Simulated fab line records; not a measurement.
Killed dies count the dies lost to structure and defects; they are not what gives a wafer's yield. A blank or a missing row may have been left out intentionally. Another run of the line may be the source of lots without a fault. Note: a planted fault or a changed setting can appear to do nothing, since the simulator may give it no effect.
Commonality check across tools || flow n5_finfet || 33 wafers sampled across 11 lots

REASON FOR OPENING
On 2 of the 11 lots, a flag is raised at N5_BEOL_M7_INSPECT_58 on the reading raw_defect_count. Fault-free wafers read 72, with a standard deviation of 25.
Rule: a lot is flagged when every wafer of it that has a number lies more than 4 standard deviations from that mean, or none has a number. All remaining lots are regarded as sound.

{"lot": "L914", "measured": "day 9 07:43", "on": "defect_inspect-01", "raw_defect_count, wafer by wafer": "43 79 73", "flag": ""}
{"lot": "L918", "measured": "day 10 07:57", "on": "defect_inspect-01", "raw_defect_count, wafer by wafer": "46 52 70", "flag": ""}
{"lot": "L920", "measured": "day 11 02:44", "on": "defect_inspect-02", "raw_defect_count, wafer by wafer": "88 90 69", "flag": ""}
{"lot": "L921", "measured": "day 11 07:41", "on": "defect_inspect-01", "raw_defect_count, wafer by wafer": "70 102 75", "flag": ""}
{"lot": "L922", "measured": "day 11 07:55", "on": "defect_inspect-02", "raw_defect_count, wafer by wafer": "503 521 485", "flag": "FLAGGED"}
{"lot": "L923", "measured": "day 12 05:08", "on": "defect_inspect-02", "raw_defect_count, wafer by wafer": "505 494 495", "flag": "FLAGGED"}
{"lot": "L930", "measured": "day 13 21:21", "on": "defect_inspect-02", "raw_defect_count, wafer by wafer": "49 52 36", "flag": ""}
{"lot": "L932", "measured": "day 15 00:40", "on": "defect_inspect-01", "raw_defect_count, wafer by wafer": "70 53 54", "flag": ""}
{"lot": "L935", "measured": "day 15 02:05", "on": "defect_inspect-02", "raw_defect_count, wafer by wafer": "64 55 62", "flag": ""}
{"lot": "L933", "measured": "day 15 03:34", "on": "defect_inspect-01", "raw_defect_count, wafer by wafer": "89 93 76", "flag": ""}
{"lot": "L934", "measured": "day 15 06:50", "on": "defect_inspect-02", "raw_defect_count, wafer by wafer": "69 62 80", "flag": ""}
The numbers of the flagged lots are 500 on average: +428 against the usual, or +17 standard deviations.

LOT BY LOT: THE TOOL USED
The record keeps 1 process step preceding the reading, out of 1938 steps on the route. Cell contents, in order: the tool; ch with the chambers the sampled wafers went through; the start.
{"lot": "L914", "flag": "", "N5_BEOL_M7_PRE_CLEAN_55": "pecvd-04 ch 0,1,2, day 9 07:36"}
{"lot": "L918", "flag": "", "N5_BEOL_M7_PRE_CLEAN_55": "pecvd-02 ch 0,1,2, day 10 07:50"}
{"lot": "L920", "flag": "", "N5_BEOL_M7_PRE_CLEAN_55": "pecvd-04 ch 0,2, day 11 02:37"}
{"lot": "L921", "flag": "", "N5_BEOL_M7_PRE_CLEAN_55": "pecvd-04 ch 0,1,2, day 11 07:34"}
{"lot": "L922", "flag": "FLAGGED", "N5_BEOL_M7_PRE_CLEAN_55": "pecvd-04 ch 0,1, day 11 07:48"}
{"lot": "L923", "flag": "FLAGGED", "N5_BEOL_M7_PRE_CLEAN_55": "pecvd-04 ch 0,1,2, day 12 04:44"}
{"lot": "L930", "flag": "", "N5_BEOL_M7_PRE_CLEAN_55": "pecvd-01 ch 1,2, day 13 21:14"}
{"lot": "L932", "flag": "", "N5_BEOL_M7_PRE_CLEAN_55": "pecvd-01 ch 1,2, day 15 00:31"}
{"lot": "L935", "flag": "", "N5_BEOL_M7_PRE_CLEAN_55": "pecvd-02 ch 0,1,2, day 15 01:58"}
{"lot": "L933", "flag": "", "N5_BEOL_M7_PRE_CLEAN_55": "pecvd-01 ch 0,1, day 15 03:27"}
{"lot": "L934", "flag": "", "N5_BEOL_M7_PRE_CLEAN_55": "pecvd-02 ch 0,2, day 15 06:43"}
What is done by these steps:
- N5_BEOL_M7_PRE_CLEAN_55: time 15 s.
- N5_BEOL_M7_INSPECT_58: inspects for defects (darkfield).

FLAGGED AGAINST TOTAL, ONE TOOL AT A TIME (gauges that did the reading follow at the end)
{"step": "N5_BEOL_M7_PRE_CLEAN_55", "tool": "pecvd-01", "lots run": 3, "flagged": 0, "share of the flagged lots": "none", "sound lots run after its first flagged lot": "-"}
{"step": "N5_BEOL_M7_PRE_CLEAN_55", "tool": "pecvd-02", "lots run": 3, "flagged": 0, "share of the flagged lots": "none", "sound lots run after its first flagged lot": "-"}
{"step": "N5_BEOL_M7_PRE_CLEAN_55", "tool": "pecvd-04", "lots run": 5, "flagged": 2, "share of the flagged lots": "all", "sound lots run after its first flagged lot": 0}
{"step": "N5_BEOL_M7_INSPECT_58", "tool": "defect_inspect-01", "lots run": 5, "flagged": 0, "share of the flagged lots": "none", "sound lots run after its first flagged lot": "-"}
{"step": "N5_BEOL_M7_INSPECT_58", "tool": "defect_inspect-02", "lots run": 6, "flagged": 2, "share of the flagged lots": "all", "sound lots run after its first flagged lot": "3 (L930,L935,L934)"}

THE TABLE: WHAT IT ALLOWS
pecvd-04 at N5_BEOL_M7_PRE_CLEAN_55 and defect_inspect-02 at N5_BEOL_M7_INSPECT_58 are the 2 rows of the table that ran each flagged lot.
- pecvd-04 at N5_BEOL_M7_PRE_CLEAN_55: 2 of its 5 lots flagged. Last sound lot L921 at day 11 07:34, first flagged lot L922 at day 11 07:48; a fault beginning in between fits.
- defect_inspect-02 at N5_BEOL_M7_INSPECT_58: 2 of its 6 lots flagged. Sound lots followed the first flagged one (L930, L935, L934) on it, something a lasting fault affecting the whole tool could not allow.
One tool is left: pecvd-04 at N5_BEOL_M7_PRE_CLEAN_55.

WHAT WAS PUT IN BY THE SIMULATOR
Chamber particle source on pecvd-04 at N5_BEOL_M7_PRE_CLEAN_55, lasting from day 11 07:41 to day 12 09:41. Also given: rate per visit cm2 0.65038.
Shown lots that were struck: L922, L923. The rule above reached the same finding.
